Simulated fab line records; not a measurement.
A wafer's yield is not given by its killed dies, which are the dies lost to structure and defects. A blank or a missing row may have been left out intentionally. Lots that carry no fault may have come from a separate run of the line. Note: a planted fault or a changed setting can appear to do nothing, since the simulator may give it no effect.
8D (eight disciplines) problem report, filled in by code :: flow nand_harc :: the parts of the form that need people (team, actions taken, sign-off) are left out

== 1. PROBLEM STATEMENT ==
At NHARC_P_STI_ETCH_42, run_length_s averages 67.5 s over 4 wafers from 3 lots, while fault-free wafers read 82.2 s, standard deviation 0.4. Measured from the usual mean, that is -37 standard deviations.
The step: etches the open film in N2/H2, target depth 80 nm, overetch 24 nm, time 61 s.
Earliest sighting: wafer L295.5 on rie_diel-12 at day 3 12:18. Wafers with a number at this step in the record: 33, from 12 lots. By rule, "out" or "out of limits" means more than 4 standard deviations away from the usual mean. Any other wafer with a number is counted as sound.

== 2. WHAT IT IS, WHAT IT ISN'T ==
question: which readings at this step
is: run_length_s
is not: drypump_motor_current_A, rf_vpp_V, showerhead_plenum_p_Torr, throttle_valve_pct

question: which lots
is: L295, L296, L299
is not: L293, L304, L308, L309, L310, L311, L312, L313, L314

question: which wafers of those lots
is: L295.5, L296.5, L296.6, L299.6
is not: L295.1, L299.2

question: read on which tools
is: rie_diel-12
is not: rie_diel-03, rie_diel-07

question: when
is: from day 3 12:18
is not: up to then (4 sound wafers); but 25 sound wafers of L299, L304, L308, L309, L310, L311, L312, L313, L314 came after

== 3. WHAT RULES OUT EACH SUSPECT ==
Counting: if a tool at a process step up to the reading ran every lot that is out, it stays a suspect. Sound lots after the first of them don't rule it out here, since some wafers of a struck lot are sound.
- rie_diel-02 at NHARC_P_ZERO_WELL_DESCUM_39 (chemistry O2, time 3 s): kept. It processed each lot that is out (first: L295, day 2 17:22); up to then, its last sound lot is L293 (day 2 04:23).
- rie_diel-12 at NHARC_P_STI_DESCUM_14 (chemistry O2, time 3 s): kept. It processed each lot that is out (first: L295, day 3 12:14); up to then, its last sound lot is L293 (day 2 21:04).
- rie_diel-12 at NHARC_P_STI_ETCH_42 (etches the open film in N2/H2, target depth 80 nm, overetch 24 nm, time 61 s): kept. It processed each lot that is out (first: L295, day 3 12:18); up to then, its last sound lot is L293 (day 2 21:08). Its own run_length_s readings are out on those wafers.
Still standing after the count: rie_diel-02 at NHARC_P_ZERO_WELL_DESCUM_39, rie_diel-12 at NHARC_P_STI_DESCUM_14, rie_diel-12 at NHARC_P_STI_ETCH_42.

== 4. THE CAUSE (what the simulator had put in) ==
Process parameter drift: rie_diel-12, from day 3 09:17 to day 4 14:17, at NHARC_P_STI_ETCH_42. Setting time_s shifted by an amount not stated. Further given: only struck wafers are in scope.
After counting, 3 suspects remain, this tool included.

== 5. SEQUENCE OF EFFECTS, ordered by route ==
Each row: a reading where the mean over the struck wafers with a number is more than 3 standard deviations away from the usual. Only readings for which the record gives a usual standard deviation are gone through. hours: the time from each lot's start at the first step in this table that gives one to its start at this step, as a median over the lots. sigmas: the change in usual standard deviations.
hours: 0
step: NHARC_P_STI_ETCH_42
reading: run_length_s
usual: 82.2 s
on struck wafers: 67.5
change: -14.7
sigmas: -37
Process steps it contains:
- NHARC_P_STI_ETCH_42: etches the open film in N2/H2, target depth 80 nm, overetch 24 nm, time 61 s.
At these later measuring or inspecting steps, every struck wafer for which the step has a row has a number for every such reading, and none has moved that far: NHARC_P_STI_OCD_MEAS_43.

== 6. WHAT WOULD HAVE CAUGHT IT SOONER ==
In this record no reading fell out of limits until day 3 12:18, 3 hours after the fault had begun at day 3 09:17.
